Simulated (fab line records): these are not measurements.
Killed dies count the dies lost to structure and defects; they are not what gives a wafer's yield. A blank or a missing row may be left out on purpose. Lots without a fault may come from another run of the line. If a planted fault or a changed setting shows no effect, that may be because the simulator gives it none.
A struck lot beside a sound one ; flow nand harc ; 44 out of 1159 route steps
Sound: wafers L320.2, L320.4, L320.5. Struck: wafer L312.1 (left out: L312.3, L312.4 of the same lot, which were not struck); the cause appears at the end.
For every step that has rows: the tool of each side, followed by ch and its chambers, followed by its first start. Under that, the readings that differ: sound wafers ; struck wafers ; difference of the means ; sigmas: that difference in standard deviations of wafers without a fault.
alike: readings with means less than 2 such deviations apart, plus words and numbers identical on both sides. not compared: withheld readings, readings lacking a value on some wafer, bounds such as >300 that could conceal the same value, and numbers that have no deviation in the record and whose values overlap.
A row with sigmas, a row that says differs or no value, or rows on one side alone: a step with any of these is where the two part. When numbers do not overlap yet have no deviation, they are printed without sigmas and do not part them. A reading that every wafer of one side lacks parts them only if that side has two wafers or more.

first, 8 steps without rows for these wafers: NHARC_P_GATE_DEHYDRATE_18 (time 120 s); NHARC_P_GATE_HMDS_19 (time 30 s); NHARC_P_GATE_COAT_20 (resist thk 90 nm); NHARC_P_GATE_SOFTBAKE_21 (time 55 s); NHARC_P_GATE_EBR_22; NHARC_P_GATE_EXPOSE_23 (exposes mask P GATE, target cd 120 nm); NHARC_P_GATE_PEB_24 (peb time 65 s); NHARC_P_GATE_DEVELOP_25 (develop time 35 s).
NHARC_P_GATE_CD_MEAS_26: the cd target is 120 nm.
  sound on cd sem-03 ch 0, day 8 19:05; struck on cd sem-02 ch 0, day 6 18:04
  alike: cd nm
NHARC_P_GATE_OVL_MEAS_27:
  sound on overlay-01 at day 8 19:11; struck on overlay-01 at day 6 18:09
  alike: overlay x nm, overlay y nm
NHARC_P_GATE_INSPECT_28:
  sound on defect inspect-01 at day 8 19:13; struck on defect inspect-02 at day 6 18:11
reading;sound;struck;difference;sigmas
raw defect count;5 2 4;11;+7;+2
then, 1 step without rows for these wafers: NHARC_P_GATE_DESCUM_31 (chemistry O2, time 3 s).
NHARC_P_GATE_ETCH_104: etches the open film in CF4/CHF3, target depth 60 nm.
  sound on rie diel-03 ch 0,3, day 8 19:22; struck on rie diel-12 ch 2, day 6 18:20
  alike: drypump motor current A, oes product au, rf fwd power W, rf vpp V, showerhead plenum p Torr, throttle valve pct
then, 2 steps without rows for these wafers: NHARC_P_GATE_HM_OPEN_105 (chemistry O2/COS, target depth 360 nm); NHARC_P_GATE_STRIP_106 (strips in O2/COS).
NHARC_P_GATE_ETCH_114: etches the open film in CF4/O2, target depth 30 nm, overetch 3 nm, time 16.5 s.
  sound on rie diel-03 ch 0,2; struck on rie diel-12 ch 1
reading;sound;struck;difference;sigmas
showerhead plenum p Torr (Torr);1.27 1.30 1.27;1.40;+0.12;+2
throttle valve pct (%);13.400 13.390 13.380;13.411;+0.021;+2
  alike: drypump motor current A, oes product au, rf fwd power W, rf vpp V
  not compared: rf hours counter h
then, 1 step without rows for these wafers: NHARC_P_GATE_ETCH_32 (etches the open film in HBr/Cl2, target depth 150 nm, time 100.1 s).
NHARC_P_GATE_STRIP_108: strips in O2.
  sound on rie diel-03 ch 1,2, day 8 19:55; struck on rie diel-06 ch 0, day 6 19:05
  alike: drypump motor current A, oes product au, rf vpp V, showerhead plenum p Torr, throttle valve pct
  not compared: rf hours counter h
NHARC_P_GATE_CD_MEAS_33:
  sound on cd sem-03 at day 8 20:04; struck on cd sem-01 at day 6 19:15
  alike: cd nm
then, 3 steps without rows for these wafers: NHARC_P_GATE_STRIP_35 (strips in SPM, time 600 s); NHARC_P_GATE_PRECLEAN_73 (cleans in SC1); NHARC_P_GATE_SRD_74.
NHARC_P_GATE_ALD_36: deposits SiNx, target thk 20 nm, pulse time 60 s, ald cycles 223.
  sound on ald sin-02 ch 1,2,3, day 8 22:40; struck on ald sin-02 ch 0, day 6 19:43
  alike: heater power w, precursor pulse height rel, susceptor temp C
then, 1 step without rows for these wafers: NHARC_P_GATE_ETCHBACK_37 (etches the open film in CHF3/O2, target depth 34.5 nm, time 17.2 s).
NHARC_P_GATE_STRIP_101: strips in O2, time 20 s.
  sound on rie diel-03 ch 0,1,3, day 9 06:11; struck on rie diel-12 ch 2, day 7 05:31
  alike: drypump motor current A, oes product au, rf vpp V, showerhead plenum p Torr, throttle valve pct
  not compared: rf hours counter h
then, 12 steps without rows for these wafers: NHARC_P_GATE_PRECLEAN_97 (cleans in SPM, time 600 s); NHARC_P_GATE_SRD_98; NHARC_P_GATE_PRECLEAN_99 (cleans in SC1); NHARC_P_GATE_SRD_100; NHARC_P_GATE_DEHYDRATE_38 (time 120 s); NHARC_P_GATE_HMDS_39 (time 30 s); NHARC_P_GATE_COAT_40; NHARC_P_GATE_SOFTBAKE_41 (time 95 s); NHARC_P_GATE_EBR_42; NHARC_P_GATE_EXPOSE_43 (exposes mask P NSD, target cd 720 nm); NHARC_P_GATE_PEB_44 (peb time 85 s); NHARC_P_GATE_DEVELOP_45 (time 70 s).
NHARC_P_GATE_CD_MEAS_46: the cd target is 720 nm.
  sound on cd sem-03 ch 0, day 9 07:07; struck on cd sem-03 ch 0, day 7 06:26
  alike: cd nm
then, 1 step without rows for these wafers: NHARC_P_GATE_HARDBAKE_47 (time 80 s).
NHARC_P_GATE_DESCUM_48: chemistry O2, time 3 s.
  sound on rie diel-06 ch 0,2,3, day 9 07:17; struck on rie diel-03 ch 3, day 7 06:36
reading;sound;struck;difference;sigmas
showerhead plenum p Torr (Torr);1.89 2.01 1.97;1.79;-0.17;-2
  alike: drypump motor current A, oes product au, rf vpp V, throttle valve pct
  not compared: rf hours counter h
then, 2 steps without rows for these wafers: NHARC_P_GATE_IMPLANT_49; NHARC_P_GATE_STRIP_111 (strips in N2/H2, time 250 s).
NHARC_P_GATE_INSPECT_68:
  sound on defect inspect-01 at day 9 14:03; struck on defect inspect-01 at day 7 13:16
reading;sound;struck;difference;sigmas
raw defect count;239 186 182;908;+706;+9
-- jump in the record: it breaks off in module P_GATE and resumes in module END (first step shown: number 1159 of the route), and 14 days separate the struck wafers' starts before and after --
NHARC_END_SORT_01:
  sound on prober-01 ch 0, day 23 15:17; struck on prober-01 ch 0, day 21 23:13
reading;sound;struck;difference;sigmas
killed at periphery;4 5 7;54;+49;+23
killed dies;30 30 42;76;+42;+5
killed short;5 1 4;0;-3;-2
  alike: killed at array, killed at other, killed open

== WHERE THEY PART ==
At NHARC_P_GATE_INSPECT_28 first; at NHARC_END_SORT_01 last (within this record only).

WHY: the cause the simulator had injected
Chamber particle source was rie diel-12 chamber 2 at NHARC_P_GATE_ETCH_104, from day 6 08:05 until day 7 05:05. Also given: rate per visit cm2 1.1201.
